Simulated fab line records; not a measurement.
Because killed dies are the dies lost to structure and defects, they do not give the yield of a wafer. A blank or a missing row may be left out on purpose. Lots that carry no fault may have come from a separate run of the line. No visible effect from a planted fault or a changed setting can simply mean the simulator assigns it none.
The tool behind it: which one? -- flow n5Finfet -- Sampling: 24 lots, 72 wafers, 5 of 1938 route steps

WHAT THE GAUGES READ, wafer by wafer
N5_BEOL_M12_OCD_MEAS_35.
lot,measured,on,trenchDepthNm (nm)
L076,day 10 20:20,ocd-02,319 317 315
L074,day 10 23:07,ocd-01,313 317 317
L075,day 11 10:50,ocd-01,316 317 313
L077,day 11 11:02,ocd-01,317 319 321
L078,day 11 15:28,ocd-01,316 319 320
L079,day 12 00:05,ocd-01,318 320 321
L082,day 12 14:00,ocd-02,315 316 315
L081,day 12 16:04,ocd-01,319 314 315
L080,day 13 00:40,ocd-02,327 319 318
L083,day 13 02:13,ocd-01,316 322 314
L084,day 13 06:46,ocd-01,316 323 314
L085,day 13 13:08,ocd-02,321 318 321
L086,day 14 06:19,ocd-01,312 320 316
L087,day 14 08:10,ocd-01,313 321 316
L088,day 14 11:05,ocd-01,315 319 313
L090,day 14 13:10,ocd-02,313 322 312
L091,day 14 22:12,ocd-01,316 312 313
L089,day 15 01:50,ocd-01,313 312 312
L092,day 15 09:32,ocd-01,329 328 323
L094,day 15 13:26,ocd-01,324 332 328
L093,day 15 19:29,ocd-01,317 315 318
L095,day 16 03:49,ocd-01,327 326 322
L096,day 16 19:14,ocd-02,316 321 315
L097,day 16 22:08,ocd-02,314 316 317

N5_BEOL_M13_CD_MEAS_17 targets a cd of 190 nm.
lot,measured,on,cdNm (nm)
L076,day 11 02:11,cdSem-02,188.5 189.4 190.3
L074,day 11 02:56,cdSem-01,192.2 189.0 189.0
L075,day 11 14:19,cdSem-02,189.5 188.8 190.4
L077,day 11 16:06,cdSem-02,189.5 189.0 191.8
L078,day 11 18:57,cdSem-03,193.5 193.2 190.0
L079,day 12 04:43,cdSem-03,190.1 189.1 189.5
L082,day 12 18:28,cdSem-03,188.7 189.0 190.7
L081,day 13 01:04,cdSem-01,192.4 189.2 189.3
L080,day 13 06:10,cdSem-03,188.6 191.2 190.1
L083,day 13 06:52,cdSem-01,191.0 190.5 190.8
L084,day 13 09:28,cdSem-01,191.3 192.3 190.2
L085,day 13 18:27,cdSem-01,188.6 190.2 190.0
L086,day 14 10:10,cdSem-03,193.3 191.0 191.8
L087,day 14 13:13,cdSem-01,189.3 191.5 192.2
L088,day 14 16:35,cdSem-02,189.9 188.8 190.4
L090,day 14 18:19,cdSem-03,189.9 191.9 190.6
L091,day 15 02:48,cdSem-03,192.0 189.3 189.7
L089,day 15 06:22,cdSem-02,188.0 188.6 189.5
L092,day 15 14:53,cdSem-03,192.1 192.7 191.1
L094,day 15 17:46,cdSem-03,192.0 190.2 190.6
L093,day 15 23:30,cdSem-03,189.6 189.0 187.6
L095,day 16 07:38,cdSem-02,191.7 190.0 188.5
L096,day 16 23:39,cdSem-03,191.6 188.9 192.5
L097,day 17 01:01,cdSem-02,190.0 192.0 190.9

WHAT TOOL EACH LOT RAN ON (gives the tool, then ch and the chambers of the sampled wafers, and finally the start)
lot,N5_BEOL_M12_TRENCH_ETCH_34,N5_BEOL_M12_SPUTTER_43,N5_BEOL_M12_SPUTTER_44
L076,"rieDiel-04 ch 0,1,2, day 10 20:10","pvdSputter-02, day 10 23:46","pvdSputter-02, day 10 23:50"
L074,"rieDiel-04 ch 0,2,3, day 10 22:58","pvdSputter-01, day 11 00:11","pvdSputter-01, day 11 00:16"
L075,"rieDiel-05 ch 0,2, day 11 10:40","pvdSputter-02, day 11 12:02","pvdSputter-02, day 11 12:07"
L077,"rieDiel-04 ch 0,1,3, day 11 10:52","pvdSputter-01, day 11 13:00","pvdSputter-01, day 11 13:05"
L078,"rieDiel-02 ch 0,1,2, day 11 15:19","pvdSputter-03, day 11 15:52","pvdSputter-03, day 11 15:57"
L079,"rieDiel-04 ch 0,3, day 11 23:56","pvdSputter-02, day 12 01:44","pvdSputter-02, day 12 01:49"
L082,"rieDiel-05 ch 0,2,3, day 12 13:50","pvdSputter-02, day 12 15:08","pvdSputter-02, day 12 15:13"
L081,"rieDiel-05 ch 2,3, day 12 15:54","pvdSputter-03, day 12 19:11","pvdSputter-03, day 12 19:16"
L080,"rieDiel-02 ch 1,2,3, day 13 00:31","pvdSputter-03, day 13 01:04","pvdSputter-03, day 13 01:08"
L083,"rieDiel-02 ch 1,2,3, day 13 02:04","pvdSputter-03, day 13 02:37","pvdSputter-03, day 13 02:41"
L084,"rieDiel-02 ch 1,2, day 13 06:37","pvdSputter-03, day 13 07:10","pvdSputter-03, day 13 07:15"
L085,"rieDiel-04 ch 2,3, day 13 12:59","pvdSputter-03, day 13 16:03","pvdSputter-03, day 13 16:08"
L086,"rieDiel-04 ch 0,1,2, day 14 06:10","pvdSputter-03, day 14 07:46","pvdSputter-03, day 14 07:51"
L087,"rieDiel-02 ch 0,1,2, day 14 08:01","pvdSputter-03, day 14 10:49","pvdSputter-03, day 14 10:53"
L088,"rieDiel-04 ch 0,3, day 14 10:56","pvdSputter-03, day 14 13:59","pvdSputter-03, day 14 14:04"
L090,"rieDiel-02 ch 0,1,3, day 14 13:00","pvdSputter-01, day 14 15:46","pvdSputter-01, day 14 15:50"
L091,"rieDiel-02 ch 2,3, day 14 22:03","pvdSputter-01, day 14 23:38","pvdSputter-01, day 14 23:43"
L089,"rieDiel-04 ch 1,2, day 15 01:41","pvdSputter-01, day 15 04:02","pvdSputter-01, day 15 04:07"
L092,"rieDiel-05 ch 0,1,3, day 15 09:23","pvdSputter-02, day 15 12:29","pvdSputter-02, day 15 12:34"
L094,"rieDiel-05 ch 0,1,3, day 15 13:17","pvdSputter-03, day 15 15:29","pvdSputter-03, day 15 15:34"
L093,"rieDiel-04 ch 0,1,3, day 15 19:20","pvdSputter-01, day 15 20:56","pvdSputter-01, day 15 21:01"
L095,"rieDiel-05 ch 1,2,3, day 16 03:40","pvdSputter-03, day 16 04:55","pvdSputter-03, day 16 04:59"
L096,"rieDiel-02 ch 0,1, day 16 19:05","pvdSputter-02, day 16 21:05","pvdSputter-02, day 16 21:10"
L097,"rieDiel-04 ch 0,3, day 16 21:59","pvdSputter-02, day 16 22:44","pvdSputter-02, day 16 22:49"
- N5_BEOL_M12_TRENCH_ETCH_34: etches SiOC in C4F8/O2/Ar, target depth 318.95 nm, time 125.5 s.
- N5_BEOL_M12_SPUTTER_43: material TaN, target thk 15 nm, time 24.19 s.
- N5_BEOL_M12_SPUTTER_44: material Ta, target thk 10 nm, time 16.13 s.

AS READ BY THE TOOLS THEMSELVES (means over the sampled wafers that have a number; for cases with no such wafer, the mark the record gives instead)
N5_BEOL_M12_TRENCH_ETCH_34.
lot,tool,drypumpMotorCurrentA (A),oesProductAu (a.u.),rfVppV (V),showerheadPlenumPTorr (Torr),throttleValvePct (%)
L076,rieDiel-04,5.7,0.78,665.4,3.42,24.06
L074,rieDiel-04,5.5,0.77,667.4,3.52,24.18
L075,rieDiel-05,5.7,0.73,668.5,3.52,23.82
L077,rieDiel-04,5.4,0.82,666.8,3.44,23.92
L078,rieDiel-02,5.8,0.79,664.7,3.39,24.11
L079,rieDiel-04,5.6,0.78,666.0,3.46,24.04
L082,rieDiel-05,5.7,0.72,666.5,3.47,23.93
L081,rieDiel-05,5.7,0.68,665.8,3.41,23.98
L080,rieDiel-02,5.8,0.81,662.9,3.36,24.25
L083,rieDiel-02,5.8,0.80,663.4,3.36,24.24
L084,rieDiel-02,6.2,0.76,663.3,3.33,24.16
L085,rieDiel-04,5.5,0.76,669.2,3.55,24.36
L086,rieDiel-04,5.7,0.75,665.1,3.41,24.10
L087,rieDiel-02,5.8,0.77,663.9,3.38,24.14
L088,rieDiel-04,5.3,0.79,668.1,3.52,24.07
L090,rieDiel-02,5.4,0.80,664.4,3.41,24.23
L091,rieDiel-02,5.9,0.78,662.2,3.31,24.29
L089,rieDiel-04,5.6,0.73,666.4,3.45,24.25
L092,rieDiel-05,5.6,0.87,665.5,3.41,23.96
L094,rieDiel-05,5.6,0.87,665.8,3.40,23.95
L093,rieDiel-04,5.4,0.78,666.5,3.43,23.96
L095,rieDiel-05,5.6,0.92,664.9,3.39,23.81
L096,rieDiel-02,5.4,0.75,665.8,3.42,24.13
L097,rieDiel-04,5.3,0.77,667.9,3.51,24.09

N5_BEOL_M12_SPUTTER_43.
lot,tool,throttleValvePct (%)
L076,pvdSputter-02,29.8
L074,pvdSputter-01,29.1
L075,pvdSputter-02,30.0
L077,pvdSputter-01,28.8
L078,pvdSputter-03,29.4
L079,pvdSputter-02,30.5
L082,pvdSputter-02,29.5
L081,pvdSputter-03,28.7
L080,pvdSputter-03,29.3
L083,pvdSputter-03,29.6
L084,pvdSputter-03,29.3
L085,pvdSputter-03,29.4
L086,pvdSputter-03,29.4
L087,pvdSputter-03,28.8
L088,pvdSputter-03,29.6
L090,pvdSputter-01,28.8
L091,pvdSputter-01,29.1
L089,pvdSputter-01,28.8
L092,pvdSputter-02,29.6
L094,pvdSputter-03,29.3
L093,pvdSputter-01,29.1
L095,pvdSputter-03,29.3
L096,pvdSputter-02,30.0
L097,pvdSputter-02,29.9

N5_BEOL_M12_SPUTTER_44.
lot,tool,throttleValvePct (%)
L076,pvdSputter-02,29.8
L074,pvdSputter-01,29.0
L075,pvdSputter-02,29.8
L077,pvdSputter-01,28.7
L078,pvdSputter-03,29.4
L079,pvdSputter-02,30.6
L082,pvdSputter-02,29.8
L081,pvdSputter-03,28.6
L080,pvdSputter-03,29.5
L083,pvdSputter-03,29.4
L084,pvdSputter-03,29.4
L085,pvdSputter-03,29.5
L086,pvdSputter-03,29.4
L087,pvdSputter-03,28.7
L088,pvdSputter-03,29.5
L090,pvdSputter-01,28.5
L091,pvdSputter-01,29.1
L089,pvdSputter-01,28.7
L092,pvdSputter-02,30.0
L094,pvdSputter-03,29.4
L093,pvdSputter-01,29.1
L095,pvdSputter-03,29.4
L096,pvdSputter-02,29.9
L097,pvdSputter-02,29.7

THE ANSWER, worked out from the rows above alone
Rule: the lots themselves supply what counts as usual. The widest of any qualifying gaps counts: lots, ordered by their means at a reading, are off when they make up no more than a third of the lots, leave a main group of 4 or more, and stand apart from it by 3 or more times the standard deviation of that group's means. A main group is skipped when, at the precision printed for the reading in the tables above, its means are all equal. Also off: a lot with no number at a reading for which 4 or more lots have one. Any other lot the step has rows for is counted as sound. After the gauges, taken in route order, come the tools' own readings; for these a lot's mean is taken, as printed above. The first step at which some lot is off is used, and at that step the reading that is off furthest; a lot without a number counts as furthest.
Nothing can be told from this: no lot is off at any reading shown.

WHAT WAS PUT IN BY THE SIMULATOR
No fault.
